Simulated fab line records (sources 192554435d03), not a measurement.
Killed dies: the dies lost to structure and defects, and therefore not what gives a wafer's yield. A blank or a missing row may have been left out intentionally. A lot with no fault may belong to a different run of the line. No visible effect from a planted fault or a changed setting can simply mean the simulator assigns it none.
Struck lot and sound lot, side by side -- flow n5Finfet -- 17 out of 1938 route steps
Sound: these wafers, L726.3, L726.4, L726.5. Struck: wafer L736.2 (left out: L736.1, L736.4 of the same lot, which were not struck); the cause appears at the end.
Each step with rows lists, per side, the tool, then ch with its chambers, then its first start. Under that, the readings that differ: sound wafers -- struck wafers -- difference of the means -- sigmas: that difference in standard deviations of wafers without a fault.
alike: a reading whose means differ by less than 2 such deviations, as well as words and numbers matching on both sides. not compared: withheld readings; readings where some wafer has no value; bounds like >300 that might hide an equal value; numbers whose values overlap and for which the record gives no deviation.
Wherever a step has rows on one side only, a row that says differs or no value, or a row with sigmas, the two part there. Numbers that have no deviation but don't overlap get no sigmas and don't part them. A reading that every wafer of one side lacks parts them only if that side has two wafers or more.

first, 4 steps without rows for these wafers: N5_BEOL_M10_HM_STRIP_39 (strips TiN in peroxide tin strip, target depth 25 nm, time 158 s); N5_BEOL_M10_SRD_40 (time 30 s); N5_BEOL_M10_PRECLEAN_42 (cleans in residue remover, time 60 s); N5_BEOL_M10_SRD_43 (time 30 s).
N5_BEOL_M10_CD_MEAS_35: target cd 70 nm.
  sound on cdSem-02, day 11 10:31; struck on cdSem-01, day 14 14:01
  alike: cdNm
N5_BEOL_M10_CURE_72: cures SiCOH lowk, time 120 s.
  sound on uvCure-03 ch 1, day 11 10:45; struck on uvCure-02 ch 1, day 14 14:04
  alike: lampPowerPct, wafer_temp_C_max
then, 2 steps without rows for these wafers: N5_BEOL_M10_DEGAS_44 (time 60 s); N5_BEOL_M10_PRE_CLEAN_45 (time 30 s).
N5_BEOL_M10_ALD_74: deposits TaN, target thk 2 nm, pulse time 2 s, purge time 3 s.
  sound on aldMetal-02 ch 0,1,2, day 11 11:48; struck on aldMetal-01 ch 0, day 14 15:06
reading,sound,struck,difference,sigmas
heaterPowerW (W),439 389 365,471,+73,+2
  alike: chamberPressureTorr
N5_BEOL_M10_SURFACE_TREAT_76:
  sound on pvdSputter-02, day 11 12:16; struck on pvdSputter-03, day 14 15:28
  not compared: throttleValvePct
then, 1 step without rows for these wafers: N5_BEOL_M10_CVD_75 (deposits Co from CCTBA/H2, target thk 2 nm, time 138.9 s).
N5_BEOL_M10_SPUTTER_48: material Cu, target thk 12 nm, time 2 s.
  sound on pvdSputter-03, day 11 12:29; struck on pvdSputter-03, day 14 15:39
  alike: cathodeDcPowerW, throttleValvePct
N5_BEOL_M10_ECD_50: material Cu, target thk 318 nm.
  sound on ecdCu-01 ch 0,1, day 11 12:38; struck on ecdCu-01 ch 1, day 14 15:46
reading,sound,struck,difference,sigmas
model.Cu_of_BEOL_M10_ECD_50.thkNm (nm),319.6 316.2 322.2,479.6,+160.3,
N5_BEOL_M10_ANNEAL_51: time 90 s.
  sound on rtpAnneal-02 ch 0, day 11 12:48; struck on rtpAnneal-01 ch 0, day 14 15:55
  alike: wafer_temp_C_max
N5_BEOL_M10_CMP_52: polishes, stops on SiCOH lowk, t overpolish 7 s, target thk 140 nm.
  sound on cmp-02 ch 0,1,3, day 11 13:05; struck on cmp-01 ch 1, day 14 16:12
reading,sound,struck,difference,sigmas
timeToEndpointS (s),75 70 71,94,+22,+7
  alike: motorCurrentA
N5_BEOL_M10_THK_MEAS_53: measures by xrf.
  sound on filmMetro-01, day 11 13:18; struck on filmMetro-02, day 14 16:30
  alike: M10_THK
after that, 1 step had no rows for these wafers: N5_PASSIVATION_PROBE_49.

## WHERE THEY PART
Last at N5_BEOL_M10_CMP_52 as far as this record goes, first at N5_BEOL_M10_ALD_74. Later steps at which nothing parts them and some readings are alike: N5_BEOL_M10_THK_MEAS_53.

WHY: what the simulator had put in
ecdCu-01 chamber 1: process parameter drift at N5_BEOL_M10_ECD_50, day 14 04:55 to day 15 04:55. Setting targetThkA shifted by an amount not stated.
